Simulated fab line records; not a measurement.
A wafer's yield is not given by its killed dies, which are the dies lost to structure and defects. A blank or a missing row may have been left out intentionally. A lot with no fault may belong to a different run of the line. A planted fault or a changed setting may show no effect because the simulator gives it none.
fab line records -- flow n5_finfet
record lots=7, wafers=21
route steps=1938 shown MIM_BOT_LITHO@1858 PASSIVATION@1901
start_h: hours from the record's opening day to when the first of the lot's shown wafers began -- wait_h: time in hours since the lot's previous step -- " the same as in the row above -- L1.1+2: a row that stands for several wafers -- - either no value or no given start -- * or withheld: withheld -- < > ~ a bound
route shown NAME@n: a module of which the file shows steps, and the number in the route of the first -- usual: average and standard deviation across the fault-free wafers -- same: alike in all rows -- chamber/n: place in a boat -- sites: each site's reading -- _std_site: the standard deviation of these -- _edge_site: inner sites' mean taken away from outer sites' mean -- radius_mm: how far each site lies from the wafer's centre -- mask NAME#n: copy n -- behind: the most recent tool/chamber to have shaped the wafer -- hold: why the lot went on hold/how many hours it stayed there/how the hold came to an end -- device: names the non-switching transistor (n, p or np) -- end of line: at the end of the route, the tests of the same wafers -- a step without rows: its recipe alone -- killed: dies lost to structure and defects at the first sort, not the wafer's yield -- map: the dies of a wafer, with x for killed, . for not killed, _ for no die there
set.NAME: the setting the step ran with; set.NAME@STEP: the setting that earlier step ran with -- model.NAME: the simulator's own value behind a step, which no gauge read
lots with deliberately changed settings; one table per step, one row per wafer
## steps
# step N5_MIM_BOT_LITHO_EXPOSE_05
# recipe mask_id=MIM_BOT, na=0.55, source_shape=conventional, sigma_outer=0.8, polarization=unpolarized, dose_mj=24.25
lot.wafer,tool,chamber,start_h,wait_h,mask,set.dose_mj
L075.2+6,krf_scanner-01,0,262.04,-,MIM_BOT#0,25.77
L075.4,krf_scanner-01,0,262.04,-,MIM_BOT#0,24.25
L074.3+6,krf_scanner-01,0,267.92,-,MIM_BOT#0,25.09
L074.5,krf_scanner-01,0,267.92,-,MIM_BOT#0,24.25
L077.2+3+4,krf_scanner-01,0,273.29,-,MIM_BOT#0,24.25
L079.1+2+6,krf_scanner-01,0,285.54,-,MIM_BOT#0,24.25
L085.2+5+6,krf_scanner-01,0,323.79,-,MIM_BOT#0,24.25
L089.1+6,krf_scanner-01,0,362.52,-,MIM_BOT#0,23.65
L089.3,krf_scanner-01,0,362.52,-,MIM_BOT#0,24.25
L097.1,krf_scanner-02,0,390.67,-,MIM_BOT#0,24.25
L097.2+4,krf_scanner-02,0,390.67,-,MIM_BOT#0,23
# step N5_MIM_BOT_LITHO_PEB_06
# recipe peb_temp_c=withheld, peb_time_s=*
# step N5_MIM_BOT_LITHO_DEVELOP_07
# recipe develop_time_s=60, rinse_liquid=diw, dry=air_spin, dev_temp_c=21
# step N5_MIM_BOT_LITHO_HARDBAKE_09
# recipe temp_c=130, time_s=120
# step N5_MIM_BOT_LITHO_CD_MEAS_08
# recipe target_cd_nm=3000, landing_energy_ev=500, detector=se_inlens, polarity=opening
# usual cd_nm=3000.2/1.6
lot.wafer,tool,chamber,start_h,wait_h,set.dose_mj@MIM_BOT_LITHO_EXPOSE_05,cd_nm
L075.2,cd_sem-03,0,262.21,-,25.77,3010.7
L075.4,cd_sem-03,0,262.21,-,24.25,2999.3
L075.6,cd_sem-03,0,262.21,-,25.77,3009.8
L074.3,cd_sem-02,0,268.09,-,25.09,3005.7
L074.5,cd_sem-02,0,268.09,-,24.25,2998.9
L074.6,cd_sem-02,0,268.09,-,25.09,3007.9
L077.2,cd_sem-03,0,273.46,-,24.25,3001.6
L077.3,cd_sem-03,0,273.46,-,24.25,3000.5
L077.4,cd_sem-03,0,273.46,-,24.25,3004.0
L079.1,cd_sem-01,0,285.71,-,24.25,2999.0
L079.2,cd_sem-01,0,285.71,-,24.25,3002.6
L079.6,cd_sem-01,0,285.71,-,24.25,3000.0
L085.2,cd_sem-03,0,323.96,-,24.25,2998.6
L085.5,cd_sem-03,0,323.96,-,24.25,2995.6
L085.6,cd_sem-03,0,323.96,-,24.25,2998.7
L089.1,cd_sem-01,0,362.70,-,23.65,2995.3
L089.3,cd_sem-01,0,362.70,-,24.25,2998.9
L089.6,cd_sem-01,0,362.70,-,23.65,2996.3
L097.1,cd_sem-01,0,390.84,-,24.25,3000.4
L097.2,cd_sem-01,0,390.84,-,23,2993.1
L097.4,cd_sem-01,0,390.84,-,23,2992.6
# step N5_PASSIVATION_EXPOSE_27
# recipe mask_id=PAD, na=0.55, source_shape=conventional, sigma_outer=0.8, polarization=unpolarized, defocus_nm=0, dose_mj=32.3
lot.wafer,tool,chamber,start_h,wait_h,mask,set.dose_mj
L075.2+6,krf_scanner-02,0,264.93,-,PAD#0,32.3
L075.4,krf_scanner-02,0,264.93,-,PAD#0,33.52
L074.3+5,krf_scanner-02,0,270.76,-,PAD#0,34.02
L074.6,krf_scanner-02,0,270.76,-,PAD#0,32.3
L077.2,krf_scanner-01,0,277.49,-,PAD#0,32.3
L077.3+4,krf_scanner-01,0,277.49,-,PAD#0,31.24
L079.1+2+6,krf_scanner-01,0,291.64,-,PAD#0,32.3
L085.2+5+6,krf_scanner-01,0,330.39,-,PAD#0,32.3
L089.1+3,krf_scanner-01,0,367.73,-,PAD#0,32.3
L089.6,krf_scanner-01,0,367.73,-,PAD#0,31.41
L097.1+2+4,krf_scanner-02,0,394.46,-,PAD#0,32.3
# step N5_PASSIVATION_PEB_28
# recipe peb_temp_c=withheld, peb_time_s=*
# step N5_PASSIVATION_DEVELOP_29
# recipe develop_time_s=60, rinse_liquid=diw, dry=air_spin, dev_temp_c=21
# step N5_PASSIVATION_HARDBAKE_31
# recipe temp_c=130, time_s=120
# step N5_PASSIVATION_CD_MEAS_30
# recipe target_cd_nm=4000, landing_energy_ev=500, detector=se_inlens, polarity=opening
# usual cd_nm=4000.6/1.5
lot.wafer,tool,chamber,start_h,wait_h,set.dose_mj@PASSIVATION_EXPOSE_27,cd_nm
L075.2,cd_sem-01,0,265.11,-,32.3,4002.3
L075.4,cd_sem-01,0,265.11,-,33.52,4009.0
L075.6,cd_sem-01,0,265.11,-,32.3,4003.4
L074.3,cd_sem-03,0,270.93,-,34.02,4011.1
L074.5,cd_sem-03,0,270.93,-,34.02,4009.2
L074.6,cd_sem-03,0,270.93,-,32.3,4002.3
L077.2,cd_sem-02,0,277.66,-,32.3,4002.9
L077.3,cd_sem-02,0,277.66,-,31.24,3993.3
L077.4,cd_sem-02,0,277.66,-,31.24,3995.4
L079.1,cd_sem-02,0,291.82,-,32.3,4002.8
L079.2,cd_sem-02,0,291.82,-,32.3,4001.2
L079.6,cd_sem-02,0,291.82,-,32.3,4001.6
L085.2,cd_sem-02,0,330.56,-,32.3,4000.0
L085.5,cd_sem-02,0,330.56,-,32.3,4000.0
L085.6,cd_sem-02,0,330.56,-,32.3,3998.9
L089.1,cd_sem-02,0,367.91,-,32.3,3999.4
L089.3,cd_sem-02,0,367.91,-,32.3,3999.0
L089.6,cd_sem-02,0,367.91,-,31.41,3995.8
L097.1,cd_sem-01,0,394.64,-,32.3,3999.5
L097.2,cd_sem-01,0,394.64,-,32.3,4000.0
L097.4,cd_sem-01,0,394.64,-,32.3,4000.2
# step N5_PASSIVATION_ETCH_59
# recipe chemistry=Cl2/BCl3, target=TaN, target_depth_a=650, time_s=34.9, ion_energy_ev=100, pressure_mtorr=10, icp_w=900, bias_w=100, Cl2_flow_sccm=60, bcl3_flow_sccm=30
lot.wafer,tool,chamber,start_h,wait_h,set.time_s,model.etch.depth_nm
L075.2,rie_metal-01,0,265.75,0.3,34.9,64.7
L075.4,rie_metal-01,1,265.75,0.3,34.9,66.31
L075.6,rie_metal-01,1,265.75,0.3,34.9,66.09
L074.3,rie_metal-03,1,272.31,0.5,34.9,67.14
L074.5,rie_metal-03,1,272.31,0.5,34.9,66.92
L074.6,rie_metal-03,1,272.31,0.5,32.72,62.96
L077.2,rie_metal-01,1,278.24,0.3,34.9,65.08
L077.3,rie_metal-01,0,278.24,0.3,34.9,64.18
L077.4,rie_metal-01,1,278.24,0.3,34.9,65.01
L079.1,rie_metal-03,0,292.39,0.3,34.9,65.79
L079.2,rie_metal-03,1,292.39,0.3,34.9,67.46
L079.6,rie_metal-03,0,292.39,0.3,34.9,66.25
L085.2,rie_metal-01,0,331.13,0.3,34.9,64.69
L085.5,rie_metal-01,0,331.13,0.3,34.9,64.86
L085.6,rie_metal-01,1,331.13,0.3,34.9,65.24
L089.1,rie_metal-03,0,368.53,0.3,38.64,71.03
L089.3,rie_metal-03,0,368.53,0.3,34.9,64.64
L089.6,rie_metal-03,1,368.53,0.3,38.64,73.2
L097.1,rie_metal-02,1,395.21,0.3,34.9,66.39
L097.2,rie_metal-02,0,395.21,0.3,34.9,64.59
L097.4,rie_metal-02,1,395.21,0.3,31.73,60.48
## key
split step=N5_MIM_BOT_LITHO_EXPOSE_05, setting=dose_mj, stated=24.25, by=wafer
response step=N5_MIM_BOT_LITHO_CD_MEAS_08, reading=cd_nm, change=+1.7, per=1%, r=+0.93
split step=N5_PASSIVATION_EXPOSE_27, setting=dose_mj, stated=32.3, by=wafer
response step=N5_PASSIVATION_CD_MEAS_30, reading=cd_nm, change=+1.68, per=1%, r=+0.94
split step=N5_PASSIVATION_ETCH_59, setting=time_s, stated=34.9, by=wafer
response step=N5_PASSIVATION_ETCH_59, reading=model.etch.depth_nm, change=+0.639, per=1%, r=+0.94
